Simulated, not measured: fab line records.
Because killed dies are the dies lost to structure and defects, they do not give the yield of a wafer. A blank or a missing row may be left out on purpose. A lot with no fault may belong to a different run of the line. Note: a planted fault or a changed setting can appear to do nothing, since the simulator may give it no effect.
Chamber matching    flow n5_finfet    4 sister chambers for N5_ILD0_LINER_00 on ald_sin-02
The step material SiNx, target thk 4 nm, pulse time 1 s, purge time 2 s. 8 wafers are shown with their chamber, then 9 later ones without.

## WAFERS WITH THEIR CHAMBER
wafer   chamber  heater_power_w (W)  precursor_pulse_height_rel
L087.1  0        824                 0.993
L087.3  1        725                 1.004
L090.1  1        728                 1.007
L090.4  3        971                 0.968
L090.5  2        879                 0.993
L091.2  2        940                 0.989
L091.3  0        809                 1.004
L091.4  3        957                 0.994

## WAFERS WHOSE CHAMBER IS MISSING
wafer   heater_power_w (W)  precursor_pulse_height_rel
L093.1  914                 0.994
L093.3  738                 1.010
L093.4  844                 1.000
L095.1  832                 0.978
L095.4  755                 1.007
L095.6  965                 1.025
L096.3  914                 1.019
L096.4  973                 0.977
L096.5  744                 1.019

## EACH ONE'S CHAMBER
wafer   from the rows above           in truth
L093.1  2                             2
L093.3  1                             1
L093.4  can't be placed: 0 or 2       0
L095.1  can't be placed: 0 or 2       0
L095.4  can't be placed: 1 or 0       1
L095.6  can't be placed: 2 or 3       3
L096.3  can't be placed: 2 or 3 or 0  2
L096.4  3                             3
L096.5  1                             1
Placed correctly: 4 of 9. Can't be placed from these rows: 5 (the true chamber is among the candidates in 5). 0 placed wrongly.
How it was worked out, from the rows above alone: a wafer's distance from a chamber is the root of the sum, over the readings, of the square of ((its reading less the chamber's mean) divided by the reading's scatter). If the next closest chamber is less than 2 further off than the closest, the wafer can't be placed; otherwise it belongs to the closest. For every chamber, the mean is computed from those of its wafers that are shown. The scatter: the root of (the sum of the squares of (reading less its chamber's mean) over the shown wafers, divided by (wafers less chambers)).
